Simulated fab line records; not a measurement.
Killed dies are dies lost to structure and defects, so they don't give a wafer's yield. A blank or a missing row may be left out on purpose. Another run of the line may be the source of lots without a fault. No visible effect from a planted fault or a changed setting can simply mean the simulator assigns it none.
Code-filled problem report in 8D (eight disciplines) form | flow nand harc | the parts of the form that need people (team, actions taken, sign-off) are left out

## 1. WHAT IS WRONG
Mean of rf fwd power W at NHARC_A_CHANNEL_HOLE_D1_DEP_01: 404.2 W across 6 wafers in 2 lots; on wafers with no fault it is 348.5 W (standard deviation 1.1). Relative to the usual mean, that is a shift of +51 standard deviations.
The step: deposits SiON, target thk 140 nm.
First seen on wafer L455.2, day 11 14:44, on pecvd-03. The record holds 42 wafers of 14 lots with a number at this step. Rule for "out", or "out of limits": more than 4 standard deviations from the usual mean. Any other wafer with a number is counted as sound.

## 2. WHAT IT IS, WHAT IT ISN'T
question                    | is                     | is not
which readings at this step | rf fwd power W         | heater power w, susceptor temp C
which lots                  | L455, L456             | L449, L450, L452, L453, L454, L457, L464, L465, L466, L468, L470, L471
which wafers of those lots  | all that have a number | -
read on which tools         | pecvd-03               | pecvd-02, pecvd-04
when                        | from day 11 14:44      | up to then (15 sound wafers); but 21 sound wafers of L457, L464, L465, L466, L468, L470, L471 came after

## 3. WHAT RULES OUT EACH SUSPECT
Counting: a tool stays on the suspect list if, at a process step up to the reading, it processed all lots that are out and no sound lot following the first of them.
- pecvd-03 at NHARC_A_CHANNEL_HOLE_D1_DEP_01 (deposits SiON, target thk 140 nm): ruled out as a lasting fault. The sound lots L470 went through it after L455, its earliest lot that is out (day 11 14:44).
Left after counting: nothing in the record.

## 4. THE CAUSE (what the simulator had put in)
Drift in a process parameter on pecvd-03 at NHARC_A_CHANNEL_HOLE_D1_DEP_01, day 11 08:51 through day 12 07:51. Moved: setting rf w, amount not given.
Counting ruled it out, wrongly.

## 5. THE CHAIN OF EFFECTS, in route order
Each row: a reading where the mean over the struck wafers with a number is more than 3 standard deviations away from the usual. Readings are gone through only where the record gives a usual standard deviation; hours: the median, over the lots, of the time from a lot's start at the first step in this table giving one to that lot's start at this step; sigmas: the change measured in usual standard deviations.
hours | step                           | reading        | usual   | on struck wafers | change | sigmas
0     | NHARC_A_CHANNEL_HOLE_D1_DEP_01 | rf fwd power W | 348.5 W | 404.2            | +55.7  | +51
Here are the process steps it includes:
- NHARC_A_CHANNEL_HOLE_D1_DEP_01: deposits SiON, target thk 140 nm.

## 6. HOW IT WOULD HAVE BEEN CAUGHT EARLIER
First out-of-limits reading in this record: day 11 14:44, which is 6 hours after fault onset at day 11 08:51.
